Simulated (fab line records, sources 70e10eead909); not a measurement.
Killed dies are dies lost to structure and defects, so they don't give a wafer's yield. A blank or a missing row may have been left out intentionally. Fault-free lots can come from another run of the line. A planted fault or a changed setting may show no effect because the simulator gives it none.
One fault seen from 2 desks :: flow nandHarc :: each desk holds nothing but its own numbers, with what lay behind them at the end

== FROM THE METROLOGY DESK ==
What the gauges read for every lot (on any tool): the sampled wafers with a number, averaged. Marked OUT: a lot whose mean sits more than 4 standard deviations from the usual mean, which makes it out of limits; the brackets give that distance.
Columns: A = cdNm at NHARC_A_BONDPAD_CD_MEAS_13, usual 499.3 nm
lot: L792
first seen here: day 23 10:31
A: 498.8

lot: L790
first seen here: day 23 11:49
A: 500.5

lot: L793
first seen here: day 24 02:14
A: 501.1

lot: L794
first seen here: day 24 10:28
A: 500.4

lot: L795
first seen here: day 25 10:44
A: 500.6

lot: L796
first seen here: day 25 16:41
A: 498.7

lot: L797
first seen here: day 26 11:30
A: 497.9

lot: L798
first seen here: day 26 23:39
A: 496.2

lot: L799
first seen here: day 27 04:31
A: 500.6

lot: L808
first seen here: day 30 15:07
A: 496.0

lot: L809
first seen here: day 30 22:17
A: 495.8

lot: L810
first seen here: day 31 06:07
A: 499.7

lot: L811
first seen here: day 31 20:59
A: 498.6
This desk found nothing out of limits on any of the 13 lots.

== AT THE TOOL OWNER'S DESK: rieDiel-09 ==
The tool's own readings at NHARC_A_BONDPAD_ETCH_24 (etches the open film in CF4/N2, target depth 30 nm, time 72.99 s): means of the sampled wafers that have a number, for each lot that ran on this tool. Marked OUT: a lot whose mean sits more than 4 standard deviations from the usual mean, which makes it out of limits; the brackets give that distance.
Columns: A = drypumpMotorCurrentA at NHARC_A_BONDPAD_ETCH_24, usual 5.8 A; B = oesProductAu at NHARC_A_BONDPAD_ETCH_24, usual 1.000 a.u.; C = rfVppV at NHARC_A_BONDPAD_ETCH_24, usual 313.9 V; D = showerheadPlenumPTorr at NHARC_A_BONDPAD_ETCH_24, usual 2.61 Torr; E = throttleValvePct at NHARC_A_BONDPAD_ETCH_24, usual 19.794 %
lot: L790
first seen here: day 23 12:04
A: 6.4
B: 1.004
C: 313.0
D: 2.58
E: 19.803

lot: L795
first seen here: day 25 10:58
A: 6.0
B: 1.009
C: 314.9
D: 2.62
E: 19.792

lot: L796
first seen here: day 25 16:54
A: 6.0
B: 1.005
C: 313.4
D: 2.62
E: 19.786

lot: L808
first seen here: day 30 15:21
A: 6.3
B: 1.006
C: 313.1
D: 2.58
E: 19.797

lot: L809
first seen here: day 30 22:32
A: 6.0
B: 1.006
C: 314.6
D: 2.64
E: 19.794
This desk found nothing out of limits on any of the 5 lots.

== PUT TOGETHER ==
From the metrology desk's view, nothing was out of limits.
The tool owner's desk saw nothing out of limits.

== WHAT THE SIMULATOR HAD PUT IN ==
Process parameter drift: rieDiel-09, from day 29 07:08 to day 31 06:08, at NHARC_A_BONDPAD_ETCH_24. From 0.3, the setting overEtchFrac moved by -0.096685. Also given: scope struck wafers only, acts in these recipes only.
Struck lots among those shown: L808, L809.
